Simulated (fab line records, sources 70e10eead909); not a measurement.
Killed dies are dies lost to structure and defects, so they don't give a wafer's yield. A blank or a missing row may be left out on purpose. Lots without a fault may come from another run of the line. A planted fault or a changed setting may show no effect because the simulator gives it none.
A struck lot beside a sound one | flow nand_harc | 15 steps out of a route of 1159
Sound: wafers L989.3, L989.4, L989.6. Struck: wafer L997.1. (L997.6 of the same lot was not struck and is left out.) The cause comes at the end.
At each step with rows: each side's tool, then ch and its chambers, then its first start. Under that, the readings that differ: sound wafers | struck wafers | difference of the means | sigmas: that difference in standard deviations of wafers without a fault.
alike: readings whose means differ by less than 2 such deviations, and words and numbers that are the same on both sides. not compared: withheld readings, readings that some wafer has no value for, bounds like >300 that may hide the same value, and numbers for which the record gives no deviation and whose values overlap.
The two part at a step that has a row with sigmas, a row that says differs or no value, or rows on one side only. Numbers that don't overlap but have no deviation are shown without sigmas and don't part them. A reading that every wafer of one side lacks parts them only if that side has two wafers or more.

NHARC_A_BLC_INSPECT_12:
  sound on defect_inspect-02, day 18 01:38; struck on defect_inspect-01, day 20 04:46
  alike: raw_defect_count
NHARC_A_BLC_DESCUM_15: chemistry O2, time 3 s.
  sound on rie_diel-06 ch 1,2, day 18 01:43; struck on rie_diel-06 ch 1, day 20 04:50
  alike: drypump_motor_current_A, oes_product_au, rf_vpp_V, showerhead_plenum_p_Torr, throttle_valve_pct
  not compared: rf_hours_counter_h
NHARC_A_BLC_ETCH_16: etches the open film in CF4, target depth 39 nm, time 65 s.
  sound on rie_diel-06 ch 0,3, day 18 01:47; struck on rie_diel-06 ch 1, day 20 04:56
  alike: drypump_motor_current_A, oes_product_au, rf_vpp_V, showerhead_plenum_p_Torr, throttle_valve_pct
  not compared: rf_hours_counter_h
NHARC_A_BLC_ETCH_17: etches the open film in N2/H2, target depth 390 nm, time 609.38 s.
  sound on rie_diel-06 ch 1,2; struck on rie_diel-06 ch 0
  alike: drypump_motor_current_A, oes_product_au, rf_vpp_V, showerhead_plenum_p_Torr, throttle_valve_pct
  not compared: rf_hours_counter_h
then, 1 step without rows for these wafers: NHARC_A_BLC_ETCH_18 (etches the open film in C4F8/O2/Ar, target depth 910 nm).
NHARC_A_BLC_CD_MEAS_19:
  sound on cd_sem-03, day 18 02:41; struck on cd_sem-01, day 20 05:49
  alike: cd_nm
then, 1 step without rows for these wafers: NHARC_A_BLC_STRIP_29 (strips in CF4).
NHARC_A_BLC_STRIP_21: strips in O2.
  sound on rie_diel-06 ch 1,3, day 18 02:51; struck on rie_diel-07 ch 3, day 20 06:01
  alike: drypump_motor_current_A, oes_product_au, rf_vpp_V, showerhead_plenum_p_Torr, throttle_valve_pct
  not compared: rf_hours_counter_h
then, 3 steps without rows for these wafers: NHARC_A_BLC_STRIP_22 (strips in post etch residue remover, time 600 s); NHARC_A_BLC_DEGAS_30 (time 60 s); NHARC_A_BLC_PRE_CLEAN_31 (time 15 s).
NHARC_A_BLC_PVD_32: deposits Ti, target thk 5 nm, time 17.7 s.
  sound on pvd_sputter-02; struck on pvd_sputter-02
  alike: throttle_valve_pct
NHARC_A_BLC_ALD_23: deposits TiN, target thk 3 nm, pulse time 1 s, ald cycles 150.
  sound on ald_metal-03 ch 0,3, day 18 03:35; struck on ald_metal-04 ch 1, day 20 06:41
  reading                    | sound             | struck | difference | sigmas
  ald_cycles                 | 150 150 150       | 71     | -79        |
  precursor_pulse_height_rel | 1.003 1.029 1.008 | 0.966  | -0.047     | -2
  alike: heater_power_w
then, 1 step without rows for these wafers: NHARC_A_BLC_CVD_24 (deposits W, target thk 150 nm, time 434 s).
NHARC_END_SORT_01:
  sound on prober-01 ch 0, day 20 04:07; struck on prober-01 ch 0, day 22 02:13
  reading         | sound    | struck | difference | sigmas
  killed_at_array | 23 21 24 | 673    | +650       | +59
  killed_dies     | 24 26 28 | 677    | +651       | +54
  alike: killed_at_other, killed_at_periphery, killed_open, killed_short

WHERE THEY PART
First at NHARC_A_BLC_ALD_23; last, within this record, at NHARC_END_SORT_01.

WHY: what the simulator had put in
Process parameter drift: ald_metal-04, from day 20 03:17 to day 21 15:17, at NHARC_A_BLC_ALD_23. Setting ald_cycles, moved by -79, from 150. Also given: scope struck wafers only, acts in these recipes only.
